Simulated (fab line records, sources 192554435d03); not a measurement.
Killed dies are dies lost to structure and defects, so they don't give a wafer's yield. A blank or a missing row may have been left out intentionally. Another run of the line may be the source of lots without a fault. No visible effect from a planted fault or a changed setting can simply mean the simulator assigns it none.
Matching of chambers / flow n5 finfet / rie diel-02 running N5_FIN_SAQP_ETCH_34: 4 sister chambers
The step etches SiO2 in C4F6/O2, target depth 45 nm, time 15 s. 14 wafers are shown with their chamber, then 6 later ones without.

## WAFERS, EACH WITH ITS CHAMBER
wafer=L791.2; chamber=3; showerhead plenum p Torr (Torr)=2.82; drypump motor current A (A)=6.08; rf vpp V (V)=665
wafer=L791.3; chamber=1; showerhead plenum p Torr (Torr)=2.70; drypump motor current A (A)=5.58; rf vpp V (V)=644
wafer=L791.6; chamber=3; showerhead plenum p Torr (Torr)=2.82; drypump motor current A (A)=6.11; rf vpp V (V)=664
wafer=L794.2; chamber=0; showerhead plenum p Torr (Torr)=2.88; drypump motor current A (A)=5.98; rf vpp V (V)=683
wafer=L794.4; chamber=1; showerhead plenum p Torr (Torr)=2.70; drypump motor current A (A)=5.57; rf vpp V (V)=644
wafer=L794.6; chamber=0; showerhead plenum p Torr (Torr)=2.88; drypump motor current A (A)=5.99; rf vpp V (V)=684
wafer=L795.1; chamber=2; showerhead plenum p Torr (Torr)=2.77; drypump motor current A (A)=5.36; rf vpp V (V)=662
wafer=L795.2; chamber=1; showerhead plenum p Torr (Torr)=2.70; drypump motor current A (A)=5.54; rf vpp V (V)=643
wafer=L795.3; chamber=0; showerhead plenum p Torr (Torr)=2.88; drypump motor current A (A)=5.97; rf vpp V (V)=681
wafer=L796.3; chamber=3; showerhead plenum p Torr (Torr)=2.81; drypump motor current A (A)=6.11; rf vpp V (V)=665
wafer=L796.4; chamber=1; showerhead plenum p Torr (Torr)=2.70; drypump motor current A (A)=5.55; rf vpp V (V)=644
wafer=L796.6; chamber=0; showerhead plenum p Torr (Torr)=2.88; drypump motor current A (A)=6.01; rf vpp V (V)=683
wafer=L801.3; chamber=2; showerhead plenum p Torr (Torr)=2.76; drypump motor current A (A)=5.35; rf vpp V (V)=661
wafer=L801.5; chamber=2; showerhead plenum p Torr (Torr)=2.76; drypump motor current A (A)=5.35; rf vpp V (V)=660

SIGNATURES, as means of the wafers listed above
reading=showerhead plenum p Torr; chamber 0=2.8800; chamber 1=2.7000; chamber 2=2.7633; chamber 3=2.8167; scatter within a chamber=0.00365
reading=drypump motor current A; chamber 0=5.9875; chamber 1=5.5600; chamber 2=5.3533; chamber 3=6.1000; scatter within a chamber=0.0159
reading=rf vpp V; chamber 0=682.75; chamber 1=643.75; chamber 2=661.00; chamber 3=664.67; scatter within a chamber=0.904
Rule: a wafer lies at a distance from a chamber equal to the root of the sum of squares, over the readings, of (its reading less the chamber's mean, divided by the reading's scatter). If the next closest chamber is less than 2 further off than the closest, the wafer can't be placed; otherwise it belongs to the closest. The scatter: take each reading less its chamber's mean, square it, sum over the shown wafers, divide by the number of wafers less the number of chambers, and take the root.

## WAFERS WHOSE CHAMBER IS MISSING
wafer=L801.6; showerhead plenum p Torr (Torr)=2.81; drypump motor current A (A)=6.11; rf vpp V (V)=664
wafer=L803.3; showerhead plenum p Torr (Torr)=2.88; drypump motor current A (A)=5.99; rf vpp V (V)=682
wafer=L803.4; showerhead plenum p Torr (Torr)=2.87; drypump motor current A (A)=5.99; rf vpp V (V)=682
wafer=L803.5; showerhead plenum p Torr (Torr)=2.76; drypump motor current A (A)=5.34; rf vpp V (V)=661
wafer=L805.1; showerhead plenum p Torr (Torr)=2.87; drypump motor current A (A)=5.98; rf vpp V (V)=682
wafer=L805.4; showerhead plenum p Torr (Torr)=3.03; drypump motor current A (A)=5.55; rf vpp V (V)=654

## WHICH CHAMBER EACH WENT THROUGH
wafer=L801.6; from the rows above=3; in truth=3
wafer=L803.3; from the rows above=0; in truth=0
wafer=L803.4; from the rows above=0; in truth=0
wafer=L803.5; from the rows above=2; in truth=2
wafer=L805.1; from the rows above=0; in truth=0
wafer=L805.4; from the rows above=0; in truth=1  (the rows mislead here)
Placed correctly: 5 of 6. Left unplaced by these rows: 0. 1 placed wrongly.
